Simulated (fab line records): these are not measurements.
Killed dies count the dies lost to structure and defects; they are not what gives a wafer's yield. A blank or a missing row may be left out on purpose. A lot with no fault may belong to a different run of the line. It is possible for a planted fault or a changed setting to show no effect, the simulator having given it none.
What tool caused it? / flow nandHarc / Sampling: 10 lots, 30 wafers, 4 of 1302 route steps

== WHAT THE GAUGES SHOWED, per wafer ==
NHARC_A_M0_CD_MEAS_09: the cd target is 80 nm.
lot=L402; measured=day 23 13:26; on=cdSem-02; cdNm (nm)=79.6 80.2 79.3
lot=L404; measured=day 24 22:01; on=cdSem-03; cdNm (nm)=80.5 79.4 78.6
lot=L407; measured=day 25 22:18; on=cdSem-01; cdNm (nm)=79.8 79.7 80.6
lot=L403; measured=day 25 23:25; on=cdSem-03; cdNm (nm)=78.8 80.2 79.6
lot=L410; measured=day 27 13:01; on=cdSem-01; cdNm (nm)=85.3 85.7 85.7
lot=L413; measured=day 28 03:49; on=cdSem-01; cdNm (nm)=82.9 84.3 84.1
lot=L417; measured=day 29 09:13; on=cdSem-01; cdNm (nm)=80.1 80.7 80.8
lot=L416; measured=day 30 04:08; on=cdSem-03; cdNm (nm)=80.0 80.2 80.2
lot=L418; measured=day 30 08:49; on=cdSem-03; cdNm (nm)=79.6 79.3 79.5
lot=L419; measured=day 31 03:01; on=cdSem-01; cdNm (nm)=79.6 79.1 80.1

== TOOL THAT RAN EACH LOT (tool first, then ch and the chambers of the sampled wafers, then the start) ==
lot=L402; NHARC_A_BLC_ETCH_16=rieDiel-07 ch 0,1,3, day 23 09:40; NHARC_A_BLC_CMP_25=cmp-02 ch 1,2,3, day 23 12:09; NHARC_A_M0_EXPOSE_06=arfiScanner-03 ch 0, day 23 13:17
lot=L404; NHARC_A_BLC_ETCH_16=rieDiel-07 ch 0,1,2, day 24 18:15; NHARC_A_BLC_CMP_25=cmp-04 ch 0,2, day 24 20:42; NHARC_A_M0_EXPOSE_06=arfiScanner-02 ch 0, day 24 21:52
lot=L407; NHARC_A_BLC_ETCH_16=rieDiel-11 ch 0,2,3, day 25 18:22; NHARC_A_BLC_CMP_25=cmp-02 ch 2,3, day 25 20:50; NHARC_A_M0_EXPOSE_06=arfiScanner-03 ch 0, day 25 22:10
lot=L403; NHARC_A_BLC_ETCH_16=rieDiel-11 ch 0,1,2, day 25 19:38; NHARC_A_BLC_CMP_25=cmp-04 ch 0,1,2, day 25 22:07; NHARC_A_M0_EXPOSE_06=arfiScanner-02 ch 0, day 25 23:16
lot=L410; NHARC_A_BLC_ETCH_16=rieDiel-11 ch 0,1,3, day 27 09:16; NHARC_A_BLC_CMP_25=cmp-03 ch 0,2,3, day 27 11:43; NHARC_A_M0_EXPOSE_06=arfiScanner-02 ch 0, day 27 12:53
lot=L413; NHARC_A_BLC_ETCH_16=rieDiel-11 ch 0,2,3, day 28 00:10; NHARC_A_BLC_CMP_25=cmp-02 ch 1,2,3, day 28 02:38; NHARC_A_M0_EXPOSE_06=arfiScanner-02 ch 0, day 28 03:41
lot=L417; NHARC_A_BLC_ETCH_16=rieDiel-11 ch 0,1,3, day 29 05:25; NHARC_A_BLC_CMP_25=cmp-03 ch 1,2,3, day 29 07:57; NHARC_A_M0_EXPOSE_06=arfiScanner-03 ch 0, day 29 09:05
lot=L416; NHARC_A_BLC_ETCH_16=rieDiel-11 ch 0,3, day 30 00:23; NHARC_A_BLC_CMP_25=cmp-04 ch 2,3, day 30 02:50; NHARC_A_M0_EXPOSE_06=arfiScanner-01 ch 0, day 30 04:00
lot=L418; NHARC_A_BLC_ETCH_16=rieDiel-11 ch 0,1,3, day 30 05:11; NHARC_A_BLC_CMP_25=cmp-04 ch 1,2,3, day 30 07:41; NHARC_A_M0_EXPOSE_06=arfiScanner-01 ch 0, day 30 08:41
lot=L419; NHARC_A_BLC_ETCH_16=rieDiel-07 ch 0,1,3, day 30 23:11; NHARC_A_BLC_CMP_25=cmp-04 ch 1,2, day 31 01:49; NHARC_A_M0_EXPOSE_06=arfiScanner-01 ch 0, day 31 02:52
- NHARC_A_BLC_ETCH_16: etches the open film in CF4, target depth 39 nm, time 65 s.
- NHARC_A_BLC_CMP_25: polishes, t overpolish 30 s, target thk 150 nm.
- NHARC_A_M0_EXPOSE_06: exposes mask A M0, target cd 80 nm.

== THE ANSWER, worked out from the rows above alone ==
Rule: usual is defined by the lots themselves. The widest of any qualifying gaps counts: lots, ordered by their means at a reading, are off when they make up no more than a third of the lots, leave a main group of 4 or more, and stand apart from it by 3 or more times the standard deviation of that group's means. If all means in a main group match to the digits the tables above print for the reading, that group is not used. Also off: a lot with no number at a reading for which 4 or more lots have one. All remaining lots with rows at the step are treated as sound.
Off, at NHARC_A_M0_CD_MEAS_09 on cdNm: L410, L413. Mean 79.8 nm and standard deviation 0.36 in the main group.
If a tool, at a process step before that reading, ran all the lots that are off and no sound lot after the first of them, it fits. The gauges at NHARC_A_M0_CD_MEAS_09 are tried like those tools. One fits: NHARC_A_M0_EXPOSE_06 on arfiScanner-02. A fault onset in the window from L403 (day 25 23:16, its last sound lot) to L410 (day 27 12:53, its first lot off) fits.

== WHAT THE SIMULATOR HAD PUT IN ==
Process parameters drifting: arfiScanner-02 at NHARC_A_M0_EXPOSE_06, beginning at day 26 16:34. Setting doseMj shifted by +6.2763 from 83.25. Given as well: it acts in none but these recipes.
Lots struck among those shown: L410, L413. The rule above reached the same finding.
